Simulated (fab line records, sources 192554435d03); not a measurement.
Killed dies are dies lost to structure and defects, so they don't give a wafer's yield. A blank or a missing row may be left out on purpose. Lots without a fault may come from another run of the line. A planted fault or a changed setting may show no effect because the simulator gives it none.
Tool commonality check | flow n5_finfet | 10 lots, 30 wafers sampled

WHY IT WAS OPENED
At N5_PASSIVATION_INSPECT_57 the reading raw_defect_count is flagged on 3 of 10 lots. Wafers without a fault read 1.9, standard deviation 1.3.
Rule: a lot is flagged when every wafer of it that has a number lies more than 4 standard deviations from that mean, or none has a number. The other lots count as sound.

lot  | measured     | on                | raw_defect_count, wafer by wafer | flag
L470 | day 13 19:41 | defect_inspect-02 | 1 0 1                            |
L473 | day 15 21:20 | defect_inspect-01 | 1 1 1                            |
L482 | day 17 19:27 | defect_inspect-01 | 1 1 0                            |
L488 | day 18 00:03 | defect_inspect-01 | 6 2 2                            |
L486 | day 18 18:14 | defect_inspect-01 | >300 >300 288                    | FLAGGED
L483 | day 18 19:13 | defect_inspect-02 | >300 >300 >300                   | FLAGGED
L487 | day 18 23:32 | defect_inspect-01 | 292 >300 >300                    | FLAGGED
L489 | day 19 03:34 | defect_inspect-02 | 2 0 2                            |
L490 | day 20 22:47 | defect_inspect-02 | 3 0 0                            |
L491 | day 21 02:40 | defect_inspect-02 | 3 2 1                            |
The numbers of the flagged lots are 290.0 on average: +288.1 against the usual, or +99 or more standard deviations.

WHICH TOOL RAN EACH LOT
The record holds 5 process steps before the reading, out of a route of 1938 steps. In each cell: the tool, then ch and the chambers that the sampled wafers went through, then the start.
lot  | flag    | N5_PASSIVATION_DEGAS_18      | N5_PASSIVATION_PRE_CLEAN_19  | N5_PASSIVATION_PASS_ETCH_47        | N5_PASSIVATION_ETCH_54             | N5_PASSIVATION_PROBE_49
L470 |         | pvd_sputter-01, day 13 13:19 | pvd_sputter-01, day 13 13:22 | rie_diel-02 ch 0,3, day 13 16:17   | rie_diel-02 ch 0,3, day 13 16:31   | prober-01, day 13 19:26
L473 |         | pvd_sputter-01, day 15 15:01 | pvd_sputter-01, day 15 15:03 | rie_diel-05 ch 0,1, day 15 17:58   | rie_diel-05 ch 0,1, day 15 18:11   | prober-02, day 15 20:59
L482 |         | pvd_sputter-03, day 17 13:17 | pvd_sputter-03, day 17 13:20 | rie_diel-04 ch 0,3, day 17 16:05   | rie_diel-04 ch 0,3, day 17 16:19   | prober-02, day 17 19:08
L488 |         | pvd_sputter-03, day 17 17:57 | pvd_sputter-03, day 17 17:59 | rie_diel-05 ch 0,1,2, day 17 20:36 | rie_diel-05 ch 0,1,2, day 17 20:50 | prober-01, day 17 23:45
L486 | FLAGGED | pvd_sputter-01, day 18 11:25 | pvd_sputter-01, day 18 11:28 | rie_diel-05 ch 0,2,3, day 18 14:29 | rie_diel-05 ch 0,2,3, day 18 14:43 | prober-01, day 18 17:56
L483 | FLAGGED | pvd_sputter-01, day 18 12:14 | pvd_sputter-01, day 18 12:17 | rie_diel-05 ch 1,3, day 18 15:05   | rie_diel-05 ch 1,3, day 18 15:19   | prober-02, day 18 18:57
L487 | FLAGGED | pvd_sputter-02, day 18 17:29 | pvd_sputter-02, day 18 17:32 | rie_diel-05 ch 1,2,3, day 18 20:08 | rie_diel-05 ch 1,2,3, day 18 20:22 | prober-01, day 18 23:11
L489 |         | pvd_sputter-02, day 18 21:27 | pvd_sputter-02, day 18 21:29 | rie_diel-02 ch 0,1, day 19 00:12   | rie_diel-02 ch 0,1, day 19 00:26   | prober-02, day 19 03:19
L490 |         | pvd_sputter-03, day 20 16:48 | pvd_sputter-03, day 20 16:50 | rie_diel-02 ch 0,2,3, day 20 19:26 | rie_diel-02 ch 0,2,3, day 20 19:40 | prober-02, day 20 22:26
L491 |         | pvd_sputter-01, day 20 20:36 | pvd_sputter-01, day 20 20:38 | rie_diel-02 ch 0,2,3, day 20 23:19 | rie_diel-02 ch 0,2,3, day 20 23:32 | prober-02, day 21 02:19
What these steps do:
- N5_PASSIVATION_DEGAS_18: time 60 s.
- N5_PASSIVATION_PRE_CLEAN_19
- N5_PASSIVATION_PASS_ETCH_47: etches SiNx in CF4/O2, target depth 770 nm, time 385 s.
- N5_PASSIVATION_ETCH_54: etches SiO2 in CHF3/O2, target depth 880 nm, time 440 s.
- N5_PASSIVATION_PROBE_49
- N5_PASSIVATION_INSPECT_57: inspects for defects (macro).

FLAGGED OVER TOTAL, TOOL BY TOOL (the gauges that took the reading come last)
step                        | tool              | lots run | flagged | share of the flagged lots | sound lots run after its first flagged lot
N5_PASSIVATION_DEGAS_18     | pvd_sputter-01    | 5        | 2       | some                      | 1 (L491)
N5_PASSIVATION_DEGAS_18     | pvd_sputter-02    | 2        | 1       | some                      | 1 (L489)
N5_PASSIVATION_DEGAS_18     | pvd_sputter-03    | 3        | 0       | none                      | -
N5_PASSIVATION_PRE_CLEAN_19 | pvd_sputter-01    | 5        | 2       | some                      | 1 (L491)
N5_PASSIVATION_PRE_CLEAN_19 | pvd_sputter-02    | 2        | 1       | some                      | 1 (L489)
N5_PASSIVATION_PRE_CLEAN_19 | pvd_sputter-03    | 3        | 0       | none                      | -
N5_PASSIVATION_PASS_ETCH_47 | rie_diel-02       | 4        | 0       | none                      | -
N5_PASSIVATION_PASS_ETCH_47 | rie_diel-04       | 1        | 0       | none                      | -
N5_PASSIVATION_PASS_ETCH_47 | rie_diel-05       | 5        | 3       | all                       | 0
N5_PASSIVATION_ETCH_54      | rie_diel-02       | 4        | 0       | none                      | -
N5_PASSIVATION_ETCH_54      | rie_diel-04       | 1        | 0       | none                      | -
N5_PASSIVATION_ETCH_54      | rie_diel-05       | 5        | 3       | all                       | 0
N5_PASSIVATION_PROBE_49     | prober-01         | 4        | 2       | some                      | 0
N5_PASSIVATION_PROBE_49     | prober-02         | 6        | 1       | some                      | 3 (L489,L490,L491)
N5_PASSIVATION_INSPECT_57   | defect_inspect-01 | 5        | 2       | some                      | 0
N5_PASSIVATION_INSPECT_57   | defect_inspect-02 | 5        | 1       | some                      | 3 (L489,L490,L491)

WHAT THE TABLE ALLOWS
2 rows of the table ran every flagged lot: rie_diel-05 at N5_PASSIVATION_PASS_ETCH_47, rie_diel-05 at N5_PASSIVATION_ETCH_54.
- rie_diel-05 at N5_PASSIVATION_PASS_ETCH_47: 3 of its 5 lots flagged. Its last sound lot is L488 (day 17 20:36), its first flagged lot L486 (day 18 14:29): a fault that began between those two fits.
- rie_diel-05 at N5_PASSIVATION_ETCH_54: 3 of its 5 lots flagged. Its last sound lot is L488 (day 17 20:50), its first flagged lot L486 (day 18 14:43): a fault that began between those two fits.
One tool is left: rie_diel-05 at N5_PASSIVATION_PASS_ETCH_47 and N5_PASSIVATION_ETCH_54.

WHAT THE SIMULATOR HAD PUT IN
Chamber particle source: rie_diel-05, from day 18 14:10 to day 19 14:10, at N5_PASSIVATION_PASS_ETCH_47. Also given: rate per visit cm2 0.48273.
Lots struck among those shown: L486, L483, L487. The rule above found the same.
